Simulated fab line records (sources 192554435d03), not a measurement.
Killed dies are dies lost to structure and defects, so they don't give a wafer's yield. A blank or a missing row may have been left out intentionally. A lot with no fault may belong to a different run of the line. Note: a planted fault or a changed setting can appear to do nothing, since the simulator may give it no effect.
Split-lot trial | flow n5 finfet | 39 wafers read from 7 lots, route of 1938 steps

THE SPLIT ITSELF
At N5_BEOL_M13_ETCH_68 (etches SOC in N2/H2, time 355 s), the setting time s was moved away from the recipe's 355 s on 15 of the 39 wafers read, by -51.3% to +21.6%. This setting was run at the recipe's value on the other wafers.

Reading taken at the split's own step.

THE READING
SiARC_of_BEOL_M13_COAT_66.thk nm (the simulator's own value, which no gauge read), in nm, at N5_BEOL_M13_ETCH_68 (etches SOC in N2/H2, time 355 s). The file does not state a usual value for it. Here, 24 wafers ran the recipe; their average is 77.1 nm with a standard deviation of 0.81 nm.

wafer  | tool, chamber at the split | time s as run, s | against the recipe | SiARC_of_BEOL_M13_COAT_66.thk nm, nm | against lot-mates on the recipe
L074.1 | rie diel-04, 1             | 355              | recipe             | 76.2                                 | -
L074.2 | rie diel-04, 0             | 431.8            | +21.6%             | 69.6                                 | -7.4
L074.3 | rie diel-04, 2             | 355              | recipe             | 76.8                                 | -
L074.4 | rie diel-04, 3             | 355              | recipe             | 78                                   | -
L074.5 | rie diel-04, 0             | 431.8            | +21.6%             | 70.2                                 | -6.8
L074.6 | rie diel-04, 1             | 431.8            | +21.6%             | 69.2                                 | -7.8
L082.1 | rie diel-01, 3             | 297.6            | -16.2%             | 82.8                                 | +5.4
L082.2 | rie diel-01, 2             | 355              | recipe             | 78                                   | -
L082.3 | rie diel-01, 0             | 355              | recipe             | 76                                   | -
L082.4 | rie diel-01, 1             | 297.6            | -16.2%             | 82.6                                 | +5.2
L082.5 | rie diel-01, 2             | 297.6            | -16.2%             | 83.6                                 | +6.2
L082.6 | rie diel-01, 3             | 355              | recipe             | 78.2                                 | -
L086.1 | rie diel-04, 1             | 355              | recipe             | 76.2                                 | -
L086.6 | rie diel-04, 1             | 355              | recipe             | 76.2                                 | -
L086.2 | rie diel-04, 2             | 172.8            | -51.3%             | 93.6                                 | +17.1
L086.3 | rie diel-04, 0             | 172.8            | -51.3%             | 94                                   | +17.5
L086.4 | rie diel-04, 0             | 172.8            | -51.3%             | 94.2                                 | +17.7
L086.5 | rie diel-04, 2             | 355              | recipe             | 77                                   | -
L090.1 | rie diel-01, 1             | 355              | recipe             | 77.4                                 | -
L090.2 | rie diel-01, 3,1           | 235.4            | -33.7%             | 88.6                                 | +11.2
L090.6 | rie diel-01, 3,1           | 235.4            | -33.7%             | 88.6                                 | +11.2
L090.3 | rie diel-01, 2             | 355              | recipe             | 78.4                                 | -
L090.4 | rie diel-01, 0             | 235.4            | -33.7%             | 88                                   | +10.6
L090.5 | rie diel-01, 0             | 355              | recipe             | 76.4                                 | -
L089.1 | rie diel-04, 3             | 355              | recipe             | 76.4                                 | -
L089.2 | rie diel-04, 1,2           | 355              | recipe             | 76.6                                 | -
L089.4 | rie diel-04, 1,2           | 355              | recipe             | 76.6                                 | -
L089.3 | rie diel-04, 0             | 355              | recipe             | 76.8                                 | -
L089.5 | rie diel-04, 1,2           | 355              | recipe             | 76.2                                 | -
L089.6 | rie diel-04, 1,2           | 355              | recipe             | 76.2                                 | -
L092.1 | rie diel-04, 3             | 249.5            | -29.7%             | 86.8                                 | +9.7
L092.2 | rie diel-04, 1             | 355              | recipe             | 76.8                                 | -
L092.3 | rie diel-04, 1             | 355              | recipe             | 77.4                                 | -
L092.4 | rie diel-04, 3             | 249.5            | -29.7%             | 86.6                                 | +9.5
L092.5 | rie diel-04, 1             | 355              | recipe             | 77.2                                 | -
L092.6 | rie diel-04, 3             | 249.5            | -29.7%             | 86.4                                 | +9.3
L097.2 | rie diel-03, 0             | 355              | recipe             | 77.4                                 | -
L097.3 | rie diel-03, 3             | 355              | recipe             | 78.4                                 | -
L097.6 | rie diel-03, 2             | 355              | recipe             | 78.6                                 | -
The file does not say which wafer passed through which chamber wherever a row lists several chambers: such a row stands for several wafers.

FIT RESULTS
A straight line over all 39 wafers: SiARC_of_BEOL_M13_COAT_66.thk nm changes by -0.332 nm for each +1% of time s; r = -0.99; the points scatter about the line by 0.71 nm.
The same after taking each lot's own level away (the mean of its wafers on the recipe; 39 wafers): -0.335 nm for each +1%; r = -1.00; scatter 0.55 nm.
The reading moves by 17 nm for the largest change in time s, on that fit.
The span of the lots' own levels, 76.47 to 78.13 nm, comes to 2.1 times the standard deviation stated above.
The two slopes are in agreement: the lot-to-lot level therefore moves the slope only a little.
Check: with one of the wafers moved furthest among these (-51.3%) left out of the fit, the line predicts +17.1 nm for it against its lot-mates. It came out at +17.1 nm against them.

THESE WAFERS: OTHER SPLITS
Other splits were also applied to these wafers ahead of the reading. Each is held against what the fit with the lots' levels taken away leaves over:
other split on the same wafers           | wafers away from the commonest value | r with SiARC_of_BEOL_M13_COAT_66.thk nm (lot level and that fit taken away)
N5_BEOL_M2_TRENCH_ETCH_37 target depth a | 12                                   | +0.15
N5_BEOL_M5_HM_DEP_02 target thk a        | 18                                   | -0.09
N5_BEOL_M6_CVD_78 target thk a           | 12                                   | -0.01
N5_BEOL_M8_DESCUM_16 time s              | 15                                   | -0.11
N5_BEOL_M9_ETCH_66 time s                | 9                                    | -0.15

FILE'S OWN FIT
SiARC_of_BEOL_M13_COAT_66.thk nm changes by -0.334 nm for each +1% of time s, r = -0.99.
